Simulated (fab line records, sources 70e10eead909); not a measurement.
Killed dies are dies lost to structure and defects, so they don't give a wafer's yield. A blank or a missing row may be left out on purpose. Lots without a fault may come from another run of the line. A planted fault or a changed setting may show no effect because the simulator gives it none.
A struck lot beside a sound one | flow nand_harc | 15 steps out of a route of 1302
Sound: wafers L686.1, L686.2, L686.3. Struck: wafer L698.3. (L698.4, L698.6 of the same lot were not struck and are left out.) The cause comes at the end.
At each step with rows: each side's tool, then ch and its chambers, then its first start. Under that, the readings that differ: sound wafers | struck wafers | difference of the means | sigmas: that difference in standard deviations of wafers without a fault.
alike: readings whose means differ by less than 2 such deviations, and words and numbers that are the same on both sides. not compared: withheld readings, readings that some wafer has no value for, bounds like >300 that may hide the same value, and numbers for which the record gives no deviation and whose values overlap.
The two part at a step that has a row with sigmas, a row that says differs or no value, or rows on one side only. Numbers that don't overlap but have no deviation are shown without sigmas and don't part them. A reading that every wafer of one side lacks parts them only if that side has two wafers or more.

NHARC_P_CONTACT_DESCUM_17: chemistry O2, time 3 s.
  sound on rie_diel-08 ch 0,2,3, day 7 13:41; struck on rie_diel-13 ch 1, day 12 18:19
  reading                | sound       | struck | difference | sigmas
  rf_hours_counter_h (h) | 6.6 5.8 6.7 | 2.1    | -4.3       |
  alike: drypump_motor_current_A, oes_product_au, rf_vpp_V, showerhead_plenum_p_Torr, throttle_valve_pct
NHARC_P_CONTACT_ETCH_35: etches the open film in CF4, target depth 39 nm, time 65 s.
  sound on rie_diel-08 ch 1,2,3, day 7 13:46; struck on rie_diel-13 ch 0, day 12 18:25
  reading                | sound       | struck | difference | sigmas
  rf_hours_counter_h (h) | 6.7 6.6 6.2 | 2.1    | -4.4       |
  alike: drypump_motor_current_A, oes_product_au, rf_vpp_V, showerhead_plenum_p_Torr, throttle_valve_pct
then, 1 step without rows for these wafers: NHARC_P_CONTACT_ETCH_36 (etches the open film in N2/H2, target depth 260 nm, time 406.25 s).
NHARC_P_CONTACT_ETCH_18: etches the open film in C4F8/O2/Ar, target depth 481 nm, time 240.5 s.
  sound on rie_diel-08 ch 0,1,2; struck on rie_diel-13 ch 0
  reading                | sound       | struck | difference | sigmas
  rf_hours_counter_h (h) | 6.0 6.5 6.8 | 2.4    | -4.0       |
  alike: oes_product_au, rf_vpp_V
then, 2 steps without rows for these wafers: NHARC_P_CONTACT_STRIP_37 (strips in C4F8/O2/Ar); NHARC_P_CONTACT_ETCH_31 (etches the open film in CH3F/O2, target depth 30 nm, time 85.7 s).
NHARC_P_CONTACT_CD_MEAS_19:
  sound on cd_sem-01, day 7 14:41; struck on cd_sem-02, day 12 19:12
  reading    | sound          | struck | difference | sigmas
  cd_nm (nm) | 90.0 91.5 94.4 | 85.1   | -6.9       | -5
NHARC_P_CONTACT_STRIP_28: strips in O2.
  sound on rie_diel-13 ch 0,1,3, day 7 14:47; struck on rie_diel-04 ch 2, day 12 19:17
  reading                | sound                | struck | difference | sigmas
  rf_hours_counter_h (h) | 4.2 3.9 4.5          | 3.4    | -0.8       |
  throttle_valve_pct (%) | 17.034 17.038 17.034 | 17.054 | +0.019     | +2
  alike: drypump_motor_current_A, oes_product_au, rf_vpp_V, showerhead_plenum_p_Torr
then, 1 step without rows for these wafers: NHARC_P_CONTACT_STRIP_29 (strips in post etch residue remover, time 1200 s).
NHARC_P_CONTACT_DEGAS_38: time 60 s.
  sound on pvd_sputter-01, day 7 15:25; struck on pvd_sputter-03, day 12 19:56
  alike: heater_power_w
then, 2 steps without rows for these wafers: NHARC_P_CONTACT_PRE_CLEAN_39 (time 19.5 s); NHARC_P_CONTACT_PVD_32 (deposits Ti, target thk 5 nm, time 17.7 s).
NHARC_P_CONTACT_ALD_22: deposits TiN, target thk 3 nm, pulse time 1 s, ald cycles 150.
  sound on ald_metal-04 ch 0,2,3, day 7 15:40; struck on ald_metal-02 ch 1, day 12 20:10
  reading    | sound       | struck | difference | sigmas
  ald_cycles | 150 150 150 | 73     | -77        |
  alike: heater_power_w, precursor_pulse_height_rel
then, 1 step without rows for these wafers: NHARC_P_CONTACT_CVD_23 (deposits W, target thk 200 nm, time 557 s).
-- the record jumps here: 19 days lie between the struck wafers' starts before and after (it left off in module P_CONTACT and takes up again in module END, whose first step shown is number 1302 of the route) --
NHARC_END_SORT_01:
  the record has rows for the struck wafers here (prober-01 ch 0, day 31 11:13) and none for the sound ones

WHERE THEY PART
First at NHARC_P_CONTACT_CD_MEAS_19; last, within this record, at NHARC_END_SORT_01.

WHY: what the simulator had put in
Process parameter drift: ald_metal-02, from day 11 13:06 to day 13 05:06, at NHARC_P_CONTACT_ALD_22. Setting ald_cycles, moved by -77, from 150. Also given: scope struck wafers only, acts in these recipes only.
